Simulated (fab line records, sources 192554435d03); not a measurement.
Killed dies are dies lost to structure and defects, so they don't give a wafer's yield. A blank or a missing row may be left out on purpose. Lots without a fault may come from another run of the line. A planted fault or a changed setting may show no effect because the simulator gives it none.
Split-lot experiment | flow n5_finfet | 7 lots, 21 wafers read, on a route of 1938 steps

THE SPLIT
At N5_BEOL_M3_ETCH_41 (etches SiCN in CH3F/O2, target depth 29.9 nm, time 52.5 s), the setting target_depth_a was moved away from the recipe's 299 angstrom on 5 of the 21 wafers read, by -11.4% to +5.6%. The other wafers ran this setting at the recipe's value.

The reading is taken at the split's own step.

THE READING
etch.depth_nm (the simulator's own value, which no gauge read), in nm, at N5_BEOL_M3_ETCH_41 (etches SiCN in CH3F/O2, target depth 29.9 nm, time 52.5 s). The file gives no usual value for it. The 16 wafers here that ran the recipe average 19.88 nm, standard deviation 0.25 nm.

wafer  | tool, chamber at the split | target_depth_a as run, angstrom | against the recipe | etch.depth_nm, nm | against lot-mates on the recipe
L076.2 | rie_diel-02, 1             | 299                             | recipe             | 20.35             | -
L076.4 | rie_diel-02, 1             | 299                             | recipe             | 20.4              | -
L076.6 | rie_diel-02, 0             | 299                             | recipe             | 19.85             | -
L078.1 | rie_diel-04, 3             | 312.3                           | +4.4%              | 20.84             | +1.32
L078.3 | rie_diel-04, 2             | 299                             | recipe             | 19.52             | -
L078.6 | rie_diel-04, 2             | 312.3                           | +4.4%              | 20.32             | +0.80
L079.2 | rie_diel-02, 1             | 264.8                           | -11.4%             | 17.85             | -1.97
L079.5 | rie_diel-02, 1             | 299                             | recipe             | 20.02             | -
L079.6 | rie_diel-02, 3             | 299                             | recipe             | 19.62             | -
L083.3 | rie_diel-04, 3             | 299                             | recipe             | 19.92             | -
L083.5 | rie_diel-04, 0             | 299                             | recipe             | 19.98             | -
L083.6 | rie_diel-04, 3             | 299                             | recipe             | 19.96             | -
L086.1 | rie_diel-04, 3             | 299                             | recipe             | 19.53             | -
L086.5 | rie_diel-04, 2             | 299                             | recipe             | 20.06             | -
L086.6 | rie_diel-04, 1             | 299                             | recipe             | 19.75             | -
L094.2 | rie_diel-03, 3             | 299                             | recipe             | 19.73             | -
L094.3 | rie_diel-03, 2             | 299                             | recipe             | 19.68             | -
L094.6 | rie_diel-03, 3             | 299                             | recipe             | 19.91             | -
L096.2 | rie_diel-04, 3             | 315.6                           | +5.6%              | 20.52             | +0.68
L096.5 | rie_diel-04, 3             | 315.6                           | +5.6%              | 20.67             | +0.83
L096.6 | rie_diel-04, 2             | 299                             | recipe             | 19.84             | -

THE FIT
A straight line over all 21 wafers: etch.depth_nm changes by +0.162 nm for each +1% of target_depth_a; r = +0.91; the points scatter about the line by 0.25 nm.
The same after taking each lot's own level away (the mean of its wafers on the recipe; 21 wafers): +0.174 nm for each +1%; r = +0.94; scatter 0.21 nm.
On that fit, the largest move of target_depth_a shifts the reading by 2 nm.
The lots' own levels span 19.520 to 20.200 nm, that is 2.8 times the standard deviation above.
So the lot-to-lot level changes the slope little: the two slopes agree.
Check: with one of the wafers moved furthest among these (-11.4%) left out of the fit, the line predicts -1.99 nm for it against its lot-mates. It came out at -1.97 nm against them.

THE FILE'S OWN FIT
etch.depth_nm changes by +0.173 nm for each +1% of target_depth_a, r = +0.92.
